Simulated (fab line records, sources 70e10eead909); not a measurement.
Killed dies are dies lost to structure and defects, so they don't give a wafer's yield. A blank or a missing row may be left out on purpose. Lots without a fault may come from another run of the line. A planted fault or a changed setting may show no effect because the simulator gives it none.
Which tool did it? | flow nand_harc | 15 lots, 45 wafers sampled, at 4 steps of a route of 1302

WHAT THE GAUGES READ, wafer by wafer
The record holds no reading of a measuring or inspecting step that can be judged against a usual standard deviation.

WHICH TOOL RAN EACH LOT (tool, then ch and the chambers of the sampled wafers, then the start)
lot  | NHARC_P_GATE_DEGAS_109       | NHARC_P_CONTACT_DEP_00                     | NHARC_P_CONTACT_PEB_10            | NHARC_P_CONTACT_ETCH_31
L856 | pvd_sputter-03, day 6 13:51  | pecvd-04 ch 0,2, day 6 15:26               | litho_track-01, day 6 16:41       | rie_diel-11 ch 0,1,3, no start
L857 | pvd_sputter-02, day 6 20:48  | pecvd-04 ch 0,1, day 6 23:09 or earlier    | litho_track-04, day 6 23:09       | rie_diel-11 ch 1,2, no start
L858 | pvd_sputter-01, day 7 09:47  | pecvd-03 ch 0,1, day 7 12:20 or earlier    | litho_track-06, day 7 12:20       | rie_diel-11 ch 0,1,2, no start
L859 | pvd_sputter-03, day 8 05:52  | pecvd-04 ch 0,1,2, day 8 08:20 or earlier  | litho_track-04 ch 0, day 8 08:20  | rie_diel-11 ch 2,3, no start
L866 | pvd_sputter-02, day 10 17:02 | pecvd-03 ch 1,2, day 10 19:31 or earlier   | litho_track-04 ch 0, day 10 19:31 | rie_diel-01 ch 1,2, no start
L867 | pvd_sputter-03, day 11 00:59 | pecvd-03 ch 1,2, day 11 03:28 or earlier   | litho_track-04 ch 0, day 11 03:28 | rie_diel-06 ch 0,1,3, no start
L868 | pvd_sputter-03, day 12 01:06 | pecvd-01 ch 1,2, day 12 03:38 or earlier   | litho_track-01 ch 0, day 12 03:38 | rie_diel-11 ch 0,1,2, no start
L870 | pvd_sputter-03, day 12 16:46 | pecvd-01 ch 1,2, day 12 19:16 or earlier   | litho_track-04 ch 0, day 12 19:16 | rie_diel-01 ch 0,1, no start
L871 | pvd_sputter-01, day 12 20:44 | pecvd-04 ch 0,2, day 12 23:11 or earlier   | litho_track-06 ch 0, day 12 23:11 | rie_diel-06 ch 1,2, no start
L872 | pvd_sputter-01, day 13 02:38 | pecvd-01 ch 0,1,2, day 13 05:07 or earlier | litho_track-01 ch 0, day 13 05:07 | rie_diel-06 ch 0,3, no start
L873 | pvd_sputter-01, day 13 15:52 | pecvd-03 ch 0,1,2, day 13 18:20 or earlier | litho_track-04 ch 0, day 13 18:20 | rie_diel-11 ch 0,2,3, no start
L874 | pvd_sputter-02, day 13 23:23 | pecvd-04 ch 0,1,2, day 14 01:52 or earlier | litho_track-06 ch 0, day 14 01:52 | rie_diel-11 ch 1,3, no start
L875 | pvd_sputter-02, day 14 10:32 | pecvd-04 ch 0,2, day 14 12:55 or earlier   | litho_track-04 ch 0, day 14 12:55 | rie_diel-11 ch 0,2, no start
L876 | pvd_sputter-01, day 15 05:42 | pecvd-04 ch 0,2, day 15 08:04 or earlier   | litho_track-01 ch 0, day 15 08:04 | rie_diel-11 ch 0,1, no start
L877 | pvd_sputter-01, day 15 11:31 | pecvd-04 ch 0,1,2, day 15 13:53 or earlier | litho_track-01 ch 0, day 15 13:53 | rie_diel-06 ch 0,1,3, no start
- NHARC_P_GATE_DEGAS_109: time 60 s.
- NHARC_P_CONTACT_DEP_00: deposits SiO2, target thk 500 nm.
- NHARC_P_CONTACT_PEB_10: peb time 65 s.
- NHARC_P_CONTACT_ETCH_31: etches the open film in CH3F/O2, target depth 30 nm, time 85.7 s.

WHAT THE TOOLS THEMSELVES READ (means of the sampled wafers that have a number; where no wafer has one, the mark that the record gives instead)
NHARC_P_GATE_DEGAS_109.
lot  | tool           | heater_power_w (W)
L856 | pvd_sputter-03 | 438
L857 | pvd_sputter-02 | 530
L858 | pvd_sputter-01 | 509
L859 | pvd_sputter-03 | 435
L866 | pvd_sputter-02 | 490
L867 | pvd_sputter-03 | 441
L868 | pvd_sputter-03 | 423
L870 | pvd_sputter-03 | 446
L871 | pvd_sputter-01 | 505
L872 | pvd_sputter-01 | 502
L873 | pvd_sputter-01 | 478
L874 | pvd_sputter-02 | 496
L875 | pvd_sputter-02 | 503
L876 | pvd_sputter-01 | 480
L877 | pvd_sputter-01 | 470

NHARC_P_CONTACT_DEP_00.
lot  | tool     | chamber_pressure_Torr (Torr) | heater_power_w (W) | showerhead_vpp_V (V) | throttle_valve_pct (%)
L856 | pecvd-04 | 6.497                        | 603                | 1826                 | 15.3
L857 | pecvd-04 | 6.499                        | 623                | 1800                 | 15.9
L858 | pecvd-03 | 6.506                        | 602                | 1922                 | 15.6
L859 | pecvd-04 | 6.487                        | 650                | 1811                 | 16.0
L866 | pecvd-03 | 6.486                        | 545                | 1903                 | 15.0
L867 | pecvd-03 | 6.490                        | 602                | 1906                 | 15.3
L868 | pecvd-01 | 6.501                        | 610                | 1783                 | 16.3
L870 | pecvd-01 | 6.495                        | 695                | 1779                 | 16.5
L871 | pecvd-04 | 6.495                        | 590                | 1814                 | 15.4
L872 | pecvd-01 | 6.506                        | 666                | 1872                 | 16.7
L873 | pecvd-03 | 6.511                        | 589                | 1874                 | 15.3
L874 | pecvd-04 | 6.506                        | 645                | 1792                 | 15.8
L875 | pecvd-04 | 6.508                        | 640                | 1837                 | 15.4
L876 | pecvd-04 | 6.501                        | 592                | 1828                 | 15.5
L877 | pecvd-04 | 6.500                        | 615                | 1784                 | 15.9

NHARC_P_CONTACT_PEB_10.
lot  | tool           | chill_plate_temp_C (C) | exhaust_pa (Pa)
L856 | litho_track-01 | -                      | -
L857 | litho_track-04 | -                      | -
L858 | litho_track-06 | -                      | -
L859 | litho_track-04 | 22.90                  | 45.0
L866 | litho_track-04 | 23.09                  | 44.3
L867 | litho_track-04 | 22.97                  | 45.1
L868 | litho_track-01 | 22.99                  | 44.8
L870 | litho_track-04 | 22.80                  | 44.3
L871 | litho_track-06 | 23.02                  | 45.4
L872 | litho_track-01 | 23.17                  | 44.8
L873 | litho_track-04 | 22.92                  | 45.1
L874 | litho_track-06 | 23.07                  | 45.1
L875 | litho_track-04 | 23.01                  | 45.2
L876 | litho_track-01 | 22.91                  | 45.5
L877 | litho_track-01 | 22.98                  | 44.6

NHARC_P_CONTACT_ETCH_31.
lot  | tool        | chamber_pressure_mTorr (mTorr) | drypump_motor_current_A (A) | o2_flow_sccm (sccm) | oes_product_au (a.u.) | rf_vpp_V (V) | showerhead_plenum_p_Torr (Torr) | throttle_valve_pct (%)
L856 | rie_diel-11 | 25.013                         | 5.9                         | 30.11               | 0.968                 | 244.1        | 2.42                            | 20.665
L857 | rie_diel-11 | 24.996                         | 6.5                         | 30.17               | 0.981                 | 244.4        | 2.50                            | 20.668
L858 | rie_diel-11 | 25.020                         | 6.4                         | 30.06               | 0.989                 | 243.7        | 2.42                            | 20.651
L859 | rie_diel-11 | 24.977                         | 5.4                         | 30.00               | 0.999                 | 242.6        | 2.33                            | 20.660
L866 | rie_diel-01 | 25.000                         | 5.7                         | 29.94               | 0.980                 | 242.9        | 2.38                            | 20.660
L867 | rie_diel-06 | 25.011                         | 6.2                         | 30.04               | 0.976                 | 245.1        | 2.48                            | 20.661
L868 | rie_diel-11 | 24.986                         | 6.4                         | 30.03               | 0.983                 | 243.2        | 2.42                            | 20.671
L870 | rie_diel-01 | 25.005                         | 5.9                         | 29.97               | 0.981                 | 244.1        | 2.41                            | 20.660
L871 | rie_diel-06 | 24.982                         | 6.1                         | 29.96               | 0.951                 | 244.0        | 2.46                            | 20.663
L872 | rie_diel-06 | 25.003                         | 6.3                         | 29.92               | 0.995                 | 244.5        | 2.45                            | 20.671
L873 | rie_diel-11 | 25.000                         | 5.9                         | 30.00               | 0.974                 | 242.2        | 2.33                            | 20.661
L874 | rie_diel-11 | 25.014                         | 6.0                         | 30.08               | 0.959                 | 244.6        | 2.49                            | 20.670
L875 | rie_diel-11 | 25.018                         | 6.4                         | 29.98               | 0.973                 | 242.4        | 2.34                            | 20.655
L876 | rie_diel-11 | 25.019                         | 6.5                         | 30.03               | 0.994                 | 243.2        | 2.42                            | 20.660
L877 | rie_diel-06 | 24.998                         | 6.2                         | 30.10               | 0.987                 | 244.5        | 2.48                            | 20.672

THE ANSWER, worked out from the rows above alone
Rule: what is usual is taken from the lots themselves. Put in order of their means at a reading, lots are off if they are a third of the lots or fewer, leave a main group of 4 or more, and stand apart from it by a gap of 3 or more times the standard deviation of the main group's means; of several such gaps the widest counts. A main group whose means are all the same, to the digits that the tables above print for the reading, isn't used. A lot without any number at a reading at which 4 lots or more have one is off too. The other lots that the step has rows for count as sound. The gauges are gone through in route order, then the tools' own readings, and for those a lot's mean is taken as printed above. The first step at which some lot is off is used, and at that step the reading that is off furthest; a lot without a number counts as furthest.
Off: L856, L857, L858, at NHARC_P_CONTACT_PEB_10 (chill_plate_temp_C). Without a number there: L856, L857, L858. The main group: mean 22.99 C, standard deviation 0.094.
A tool fits if, at that step or a process step before it, it ran every lot that is off, and no sound lot after the first of them. NHARC_P_CONTACT_DEP_00 gives no start for some lots, so the hours and the order of its lots are those of NHARC_P_CONTACT_PEB_10. None of those tried fits.

WHAT THE SIMULATOR HAD PUT IN
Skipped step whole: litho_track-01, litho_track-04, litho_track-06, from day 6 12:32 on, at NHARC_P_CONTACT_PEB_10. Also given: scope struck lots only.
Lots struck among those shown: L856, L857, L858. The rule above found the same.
